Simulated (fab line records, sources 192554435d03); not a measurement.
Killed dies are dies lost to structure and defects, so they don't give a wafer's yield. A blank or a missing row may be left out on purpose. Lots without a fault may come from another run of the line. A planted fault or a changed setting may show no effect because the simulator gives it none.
Chamber matching | flow n5_finfet | N5_SDB_STRIP_21 on rie_diel-01: 4 sister chambers
The step strips in CF4. 16 wafers are shown with their chamber, then 8 later ones without.

WAFERS WITH THEIR CHAMBER
wafer  | chamber | drypump_motor_current_A (A) | throttle_valve_pct (%) | showerhead_plenum_p_Torr (Torr)
L076.3 | 1       | 5.7                         | 14.19                  | 1.70
L076.4 | 2       | 5.2                         | 13.13                  | 1.82
L076.5 | 0       | 6.0                         | 13.75                  | 1.69
L077.4 | 0       | 6.0                         | 13.74                  | 1.69
L077.5 | 2       | 5.2                         | 13.14                  | 1.82
L077.6 | 3       | 5.7                         | 13.85                  | 1.84
L080.2 | 2       | 5.2                         | 13.15                  | 1.82
L080.4 | 2       | 5.2                         | 13.16                  | 1.82
L080.5 | 0       | 6.0                         | 13.78                  | 1.68
L086.3 | 1       | 5.7                         | 13.63                  | 1.90
L086.4 | 2       | 5.2                         | 13.21                  | 1.82
L086.6 | 3       | 5.7                         | 13.91                  | 1.83
L089.2 | 0       | 6.0                         | 13.80                  | 1.68
L089.4 | 2       | 5.2                         | 13.21                  | 1.81
L089.5 | 2       | 5.1                         | 13.21                  | 1.81
L090.1 | 2       | 5.2                         | 13.22                  | 1.81

SIGNATURES (means of the wafers above)
reading                  | chamber 0 | chamber 1 | chamber 2 | chamber 3 | scatter within a chamber
drypump_motor_current_A  | 6.000     | 5.700     | 5.188     | 5.700     | 0.027
throttle_valve_pct       | 13.7675   | 13.9100   | 13.1788   | 13.8800   | 0.119
showerhead_plenum_p_Torr | 1.6850    | 1.8000    | 1.8163    | 1.8350    | 0.0412
Rule: a wafer's distance from a chamber is the root of the sum, over the readings, of the square of ((its reading less the chamber's mean) divided by the reading's scatter). The wafer belongs to the nearest chamber; if the next one is less than 2 further off, it can't be placed. The scatter: the root of (the sum of the squares of (reading less its chamber's mean) over the shown wafers, divided by (wafers less chambers)).

WAFERS WITHOUT THEIR CHAMBER
wafer  | drypump_motor_current_A (A) | throttle_valve_pct (%) | showerhead_plenum_p_Torr (Torr)
L090.2 | 6.0                         | 13.81                  | 1.68
L090.3 | 5.7                         | 13.67                  | 1.90
L092.1 | 5.2                         | 13.24                  | 1.81
L092.3 | 6.1                         | 13.81                  | 1.68
L092.4 | 5.7                         | 13.66                  | 1.90
L097.2 | 5.7                         | 13.69                  | 1.89
L097.5 | 5.2                         | 13.26                  | 1.81
L097.6 | 5.7                         | 13.98                  | 1.82

WHICH CHAMBER EACH WENT THROUGH
wafer  | from the rows above     | in truth
L090.2 | 0                       | 0
L090.3 | can't be placed: 3 or 1 | 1
L092.1 | 2                       | 2
L092.3 | 0                       | 0
L092.4 | can't be placed: 3 or 1 | 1
L097.2 | can't be placed: 3 or 1 | 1
L097.5 | 2                       | 2
L097.6 | can't be placed: 1 or 3 | 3
Placed correctly: 4 of 8. Can't be placed from these rows: 4 (the true chamber is among the candidates in 4). Placed wrongly: 0.
